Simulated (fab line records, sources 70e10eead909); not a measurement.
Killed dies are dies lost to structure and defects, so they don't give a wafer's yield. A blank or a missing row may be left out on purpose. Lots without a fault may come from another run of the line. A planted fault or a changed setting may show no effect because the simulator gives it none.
One fault seen from 2 desks | flow nand_harc | each desk has only its own numbers; what lay behind them comes last

THE TOOL OWNER'S DESK: pvd_sputter-01
The tool's own readings at NHARC_P_BONDPAD_PVD_17 (deposits TaN, target thk 5 nm, time 8.06 s): means of the sampled wafers that have a number, for each lot that ran on this tool. A lot is out of limits, marked OUT, if its mean lies more than 4 standard deviations from the usual mean; the brackets give that distance.
Columns: A = cathode_dc_power_W at NHARC_P_BONDPAD_PVD_17, usual 15000 W; B = throttle_valve_pct at NHARC_P_BONDPAD_PVD_17, usual 29.7 %
lot  | first seen here | A                       | B
L675 | day 7 20:16     | 15002                   | 31.0
L677 | day 8 13:28     | 15002                   | 30.4
L678 | day 8 22:54     | 15000                   | 30.9
L688 | day 13 05:43    | 14233 (-99 or more) OUT | 30.2
L691 | day 14 19:08    | 14237 (-99 or more) OUT | 30.7
This desk's finding: out of limits on L688, L691; first on L688, day 13 05:43 (cathode_dc_power_W at NHARC_P_BONDPAD_PVD_17). In limits: L675, L677, L678.

THE DEFECT DESK
What the inspections along the route counted, lot by lot: means of the sampled wafers that have a number. A lot is out of limits, marked OUT, if its mean lies more than 4 standard deviations from the usual mean; the brackets give that distance.
Columns: A = raw_defect_count at NHARC_P_BONDPAD_INSPECT_23, usual 345
lot  | first seen here | A
L672 | day 6 17:13     | 174
L673 | day 7 00:46     | 271
L674 | day 7 17:34     | 293
L675 | day 7 21:56     | 192
L677 | day 8 14:57     | 383
L678 | day 9 00:25     | 431
L680 | day 10 01:35    | 357
L681 | day 10 16:23    | 436
L688 | day 13 07:15    | 564
L691 | day 14 20:35    | 297
L694 | day 15 23:35    | 404
L695 | day 16 03:26    | 371
This desk's finding: nothing out of limits on any of the 12 lots.

PUT TOGETHER
The tool owner's desk could have raised an alarm at day 13 05:43, on L688, L691.
The defect desk saw nothing out of limits.
The defect desk has L688, L691 on record, within its limits.
Of the lots named, all ran NHARC_P_BONDPAD_PVD_17 on pvd_sputter-01.

WHAT THE SIMULATOR HAD PUT IN
Process parameter drift: pvd_sputter-01, from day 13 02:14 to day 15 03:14, at NHARC_P_BONDPAD_PVD_17. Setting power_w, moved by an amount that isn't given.
Lots struck among those shown: L688, L691.
Hours from the fault's start to each desk's first reading out of limits: the tool owner's desk, 3.
